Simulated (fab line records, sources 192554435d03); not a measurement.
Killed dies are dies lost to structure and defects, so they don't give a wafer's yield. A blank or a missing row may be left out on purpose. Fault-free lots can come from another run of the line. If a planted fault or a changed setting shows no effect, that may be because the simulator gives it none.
The same fault as seen by 2 desks + flow n5Finfet + numbers are kept per desk, each desk with only its own; the story behind them comes last

== FROM THE METROLOGY DESK ==
What the gauges read for every lot (on any tool): the sampled wafers with a number, averaged. A lot is out of limits, marked OUT, if its mean lies more than 4 standard deviations from the usual mean; the brackets give that distance.
Columns: A = M12_THK at N5_BEOL_M12_THK_MEAS_50, usual 320 nm; B = M12_RS at N5_BEOL_M12_RS_MEAS_54, usual 0.0601 ohm/sq
| lot  | first seen here | A   | B      |
|------|-----------------|-----|--------|
| L504 | day 11 17:31    | 324 | 0.0601 |
| L502 | day 11 19:22    | 320 | 0.0593 |
| L505 | day 12 21:01    | 311 | 0.0615 |
| L512 | day 14 19:05    | 322 | 0.0599 |
| L513 | day 14 23:07    | 316 | 0.0603 |
| L521 | day 16 12:08    | 322 | 0.0595 |
This desk's finding: nothing out of limits on any of the 6 lots.

== TOOL OWNER'S DESK, pecvd-04 ==
The tool's own readings at N5_BEOL_M12_DEP_53 (deposits SiCN from 3MS/NH3, target thk 30 nm, time 10.5 s): means of the sampled wafers that have a number, for each lot that ran on this tool. A lot is out of limits, marked OUT, if its mean lies more than 4 standard deviations from the usual mean; the brackets give that distance.
Columns: A = showerheadPlenumPTorr at N5_BEOL_M12_DEP_53, usual 4.152 Torr; B = throttleValvePct at N5_BEOL_M12_DEP_53, usual 17.8 %
| lot  | first seen here | A     | B    |
|------|-----------------|-------|------|
| L502 | day 11 19:26    | 4.151 | 18.1 |
| L505 | day 12 21:05    | 4.146 | 17.6 |
| L512 | day 14 19:08    | 4.162 | 18.1 |
| L521 | day 16 12:12    | 4.153 | 18.1 |
This desk's finding: nothing out of limits on any of the 4 lots.

== PUT TOGETHER ==
Metrology desk: nothing out of limits seen.
The tool owner's desk saw nothing out of limits.

== WHAT WAS PUT IN BY THE SIMULATOR ==
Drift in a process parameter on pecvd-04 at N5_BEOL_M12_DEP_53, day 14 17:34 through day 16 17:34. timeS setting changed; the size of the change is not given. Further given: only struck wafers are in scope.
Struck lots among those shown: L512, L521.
